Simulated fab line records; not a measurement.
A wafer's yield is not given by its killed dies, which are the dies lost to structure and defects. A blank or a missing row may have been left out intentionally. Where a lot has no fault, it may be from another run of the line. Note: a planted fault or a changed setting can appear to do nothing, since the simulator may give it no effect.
Chamber matching    flow nand-harc    NHARC_A_BLC_STRIP_21 on rie-diel-13 has 4 sister chambers
The step strips in O2. 18 wafers are shown with their chamber, then 9 later ones without.

## WAFERS WITH THEIR CHAMBER
wafer   chamber  showerhead-plenum-p-Torr (Torr)  drypump-motor-current-A (A)  rf-vpp-V (V)
L074.2  0        3.76                             6.5                          56.6
L074.4  1        3.67                             5.8                          59.0
L074.6  0        3.75                             6.5                          57.8
L075.1  3        3.45                             5.2                          57.2
L075.3  1        3.67                             5.8                          58.9
L075.6  2        3.33                             5.6                          56.2
L078.3  3        3.45                             5.2                          57.6
L078.5  1        3.67                             5.7                          58.9
L078.6  0        3.75                             6.5                          57.1
L077.1  2        3.33                             5.6                          57.9
L077.3  3        3.45                             5.2                          57.5
L077.5  3        3.45                             5.2                          57.4
L089.3  1        3.66                             5.7                          58.1
L089.4  2        3.32                             5.6                          57.5
L089.5  2        3.32                             5.6                          57.7
L084.2  1        3.66                             5.7                          59.1
L084.3  0        3.75                             6.6                          58.3
L084.4  2        3.32                             5.6                          55.6

SIGNATURES, as means of the wafers listed above
reading                   chamber 0  chamber 1  chamber 2  chamber 3  scatter within a chamber
showerhead-plenum-p-Torr  3.7525     3.6660     3.3240     3.4500     0.00474
drypump-motor-current-A   6.525      5.740      5.600      5.200      0.0373
rf-vpp-V                  57.450     58.800     56.980     57.425     0.685
Rule: a wafer lies at a distance from a chamber equal to the root of the sum of squares, over the readings, of (its reading less the chamber's mean, divided by the reading's scatter). The wafer belongs to the nearest chamber; if the next one is less than 2 further off, it can't be placed. The scatter is the square root of a quotient: the sum, over the shown wafers, of each reading's squared deviation from its chamber's mean, divided by wafers minus chambers.

## WAFERS WITH NO CHAMBER GIVEN
wafer   showerhead-plenum-p-Torr (Torr)  drypump-motor-current-A (A)  rf-vpp-V (V)
L088.1  3.32                             5.6                          57.2
L088.3  3.44                             5.2                          57.1
L088.6  3.66                             5.7                          57.7
L091.4  3.66                             5.7                          57.3
L091.5  3.44                             5.2                          57.9
L091.6  3.32                             5.6                          57.3
L095.2  3.44                             5.2                          58.4
L095.3  3.32                             5.6                          60.1
L095.4  3.66                             5.8                          59.1

## EACH ONE'S CHAMBER
wafer   from the rows above  in truth
L088.1  2                    2
L088.3  3                    3
L088.6  1                    1
L091.4  1                    1
L091.5  3                    3
L091.6  2                    2
L095.2  3                    3
L095.3  2                    2
L095.4  1                    1
9 of 9 placed correctly. Not placeable from these rows: 0. 0 placed wrongly.
